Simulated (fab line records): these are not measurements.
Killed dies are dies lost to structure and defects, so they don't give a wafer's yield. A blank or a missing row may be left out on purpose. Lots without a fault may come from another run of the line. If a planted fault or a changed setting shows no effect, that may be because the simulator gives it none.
Problem report in the 8D (eight disciplines) form, filled by code | flow nand-harc | the parts of the form that need people (team, actions taken, sign-off) are left out

1. WHAT WENT WRONG
At NHARC_A_BLC_SOFTBAKE_05, heater-power-total-W averages 181.96 W over 6 wafers from 2 lots, while fault-free wafers read 188.44 W, standard deviation 0.12. That puts it -54 standard deviations away from the usual mean.
The step: time 55 s.
Seen first at day 30 01:00 on litho-track-06, wafer L351.1. Wafers with a number at this step in the record: 39, from 13 lots. The rule behind "out" and "out of limits": a value lying over 4 standard deviations away from the usual mean. The other wafers with a number count as sound.

2. WHAT IT IS AND WHAT IT IS NOT
question                    | is                     | is not
which readings at this step | heater-power-total-W   | -
which lots                  | L351, L353             | L334, L335, L336, L337, L338, L339, L342, L343, L344, L355, L356
which wafers of those lots  | all that have a number | -
read on which tools         | litho-track-06         | litho-track-01, litho-track-04
when                        | from day 30 01:00      | up to then (27 sound wafers); but 6 sound wafers of L355, L356 came after

3. THE SUSPECTS, EACH WITH WHAT RULES IT OUT
Counting: a tool at any process step up to the reading remains a suspect when it ran all the lots that are out and ran no sound lot after the first of those.
- litho-track-06 at NHARC_A_BLC_SOFTBAKE_05 (time 55 s): kept. It ran every lot that is out, first L351 (day 30 01:00), and no sound lot after that; its last sound lot up to then is L338 (day 24 15:00). Its own readings are out on those wafers: heater-power-total-W.
Remaining after the count: litho-track-06 at NHARC_A_BLC_SOFTBAKE_05.

4. THE CAUSE (what the simulator had put in)
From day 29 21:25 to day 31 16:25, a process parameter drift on litho-track-06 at NHARC_A_BLC_SOFTBAKE_05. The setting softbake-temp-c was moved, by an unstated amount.
Only this tool survived the counting.

5. SEQUENCE OF EFFECTS, ordered by route
Rows list readings where the struck wafers' mean (over those with a number) sits beyond 3 standard deviations from the usual. Scope: only readings with a usual standard deviation given in the record; hours: median across lots of the time from each lot's start at the first step in this table that gives one to its start at this step; sigmas: change in usual standard deviations.
hours | step                    | reading              | usual    | on struck wafers | change | sigmas
0     | NHARC_A_BLC_SOFTBAKE_05 | heater-power-total-W | 188.44 W | 181.96           | -6.48  | -54
Its process steps:
- NHARC_A_BLC_SOFTBAKE_05: time 55 s.

6. HOW IT WOULD HAVE BEEN CAUGHT EARLIER
4 hours passed between the start of the fault at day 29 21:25 and the first reading out of limits in this record, taken at day 30 01:00.
